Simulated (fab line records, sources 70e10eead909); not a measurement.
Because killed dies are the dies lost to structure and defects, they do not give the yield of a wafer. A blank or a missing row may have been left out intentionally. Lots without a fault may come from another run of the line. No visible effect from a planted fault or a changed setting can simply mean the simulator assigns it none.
A lot that was struck, set against a sound lot ; flow nandHarc ; 26 steps out of a route of 1302
Sound: wafers L184.1, L184.2, L184.5. Wafers L192.2, L192.5, L192.6 were the ones struck. The cause comes at the end.
At each step with rows: each side's tool, then ch and its chambers, then its first start. Under that, the readings that differ: sound wafers ; struck wafers ; difference of the means ; sigmas: that difference in standard deviations of wafers without a fault.
alike: words and numbers the same on both sides, and readings whose means are apart by under 2 such deviations; not compared: readings that were withheld, readings missing a value for some wafer, numbers with overlapping values and no deviation given by the record, and bounds like >300 which may hide the same value.
The two part at a step that has a row with sigmas, a row that says differs or no value, or rows on one side only. Non-overlapping numbers with no deviation appear without sigmas and do not part them. A reading missing from all wafers of one side parts the sides only when that side holds two or more wafers.

NHARC_P_CONTACT_DEP_30: deposits SiNx, target thk 30 nm.
  sound on pecvd-01 ch 0,1,2, day 8 18:49; struck on pecvd-03 ch 0,1,2, day 11 18:59
  alike: heaterPowerW
then, 1 step without rows for these wafers: NHARC_P_CONTACT_DEP_00 (deposits SiO2, target thk 500 nm).
NHARC_P_CONTACT_CMP_01: polishes SiO2, target thk 200 nm.
  sound on cmp-02 ch 1,2,3, day 8 19:32; struck on cmp-03 ch 0,1, day 11 19:39
  alike: motorCurrentA
then, 8 steps without rows for these wafers: NHARC_P_CONTACT_SRD_03; NHARC_P_CONTACT_DEHYDRATE_04 (time 120 s); NHARC_P_CONTACT_HMDS_05 (time 30 s); NHARC_P_CONTACT_COAT_33 (time 75 s); NHARC_P_CONTACT_COAT_34 (time 65 s); NHARC_P_CONTACT_COAT_06 (resist thk 90 nm); NHARC_P_CONTACT_SOFTBAKE_07 (time 55 s); NHARC_P_CONTACT_EBR_08.
NHARC_P_CONTACT_EXPOSE_09: exposes mask P CA, target cd 90 nm.
  sound on arfiScanner-01 ch 0, day 8 20:11; struck on arfiScanner-01 ch 0, day 11 20:13
reading;sound;struck;difference;sigmas
mask;P_CA#0 P_CA#0 P_CA#0;P_CA_R1#0 P_CA_R1#0 P_CA_R1#0;differs;
  alike: focusOffsetNm, stageVelMmS
then, 2 steps without rows for these wafers: NHARC_P_CONTACT_PEB_10 (peb time 65 s); NHARC_P_CONTACT_DEVELOP_11 (develop time 35 s).
NHARC_P_CONTACT_CD_MEAS_12 targets a cd of 90 nm.
  sound on cdSem-01 ch 0, day 8 20:19; struck on cdSem-02 ch 0, day 11 20:22
reading;sound;struck;difference;sigmas
cdNm (nm);91.4 91.3 90.7;79.7 79.5 79.7;-11.5;-14
NHARC_P_CONTACT_OVL_MEAS_13:
  sound on overlay-02 at day 8 20:25; struck on overlay-01 at day 11 20:26
  alike: overlayXNm, overlayYNm
NHARC_P_CONTACT_INSPECT_14:
  sound on defectInspect-02 at day 8 20:27; struck on defectInspect-02 at day 11 20:29
  alike: rawDefectCount
NHARC_P_CONTACT_DESCUM_17: chemistry O2, time 3 s.
  sound on rieDiel-08 ch 0,2, day 8 20:31; struck on rieDiel-07 ch 1,2,3, day 11 20:34
reading;sound;struck;difference;sigmas
model.P_CONTACT.cdNm (nm);90.77 91.15 90.95;80.04 79.66 80.05;-11.04;
  alike: drypumpMotorCurrentA, oesProductAu, rfVppV, showerheadPlenumPTorr, throttleValvePct
  not compared: rfHoursCounterH
then, 1 step without rows for these wafers: NHARC_P_CONTACT_ETCH_35 (etches the open film in CF4, target depth 39 nm, time 65 s).
NHARC_P_CONTACT_ETCH_36: etches the open film in N2/H2, target depth 260 nm, time 406.25 s.
  sound: rieDiel-08 ch 1,2,3; struck: rieDiel-07 ch 1,2
  alike: drypumpMotorCurrentA, h2FlowSccm, oesProductAu, rfVppV, showerheadPlenumPTorr, throttleValvePct
  not compared: rfHoursCounterH
NHARC_P_CONTACT_ETCH_18: etches the open film in C4F8/O2/Ar, target depth 481 nm, time 240.5 s.
  sound: rieDiel-08 ch 0,1,3; struck: rieDiel-07 ch 1,2,3
  alike: oesProductAu, rfVppV
  not compared: rfHoursCounterH
then, 1 step without rows for these wafers: NHARC_P_CONTACT_STRIP_37 (strips in C4F8/O2/Ar).
NHARC_P_CONTACT_ETCH_31: etches the open film in CH3F/O2, target depth 30 nm, time 85.7 s.
  sound: rieDiel-08 ch 1,3; struck: rieDiel-07 ch 0,1,3
reading;sound;struck;difference;sigmas
model.P_CONTACT.cdNm (nm);90.14 90.24 90.45;77.62 78.99 80.19;-11.34;
  alike: drypumpMotorCurrentA, oesProductAu, rfVppV, showerheadPlenumPTorr, throttleValvePct
  not compared: rfHoursCounterH
NHARC_P_CONTACT_CD_MEAS_19:
  sound on cdSem-02 at day 8 21:23; struck on cdSem-03 at day 11 21:25
reading;sound;struck;difference;sigmas
cdNm (nm);90.1 90.3 90.0;77.8 79.0 80.4;-11.1;-5
NHARC_P_CONTACT_STRIP_28: strips in O2.
  sound on rieDiel-07 ch 1,2,3, day 8 21:28; struck on rieDiel-08 ch 1,2,3, day 11 21:32
  alike: drypumpMotorCurrentA, oesProductAu, rfVppV, showerheadPlenumPTorr, throttleValvePct
  not compared: rfHoursCounterH
-- record jumps: 18 days between struck wafers' starts before vs after; left off in module P_CONTACT, resumes in module END, first step shown is number 1302 of the route --
NHARC_END_SORT_01:
  here the record holds rows for the struck wafers (prober-01 ch 0, day 30 08:37) but none for the sound ones

## WHERE THEY PART
At NHARC_P_CONTACT_EXPOSE_09 first; at NHARC_END_SORT_01 last (within this record only).

WHY: the cause the simulator had injected
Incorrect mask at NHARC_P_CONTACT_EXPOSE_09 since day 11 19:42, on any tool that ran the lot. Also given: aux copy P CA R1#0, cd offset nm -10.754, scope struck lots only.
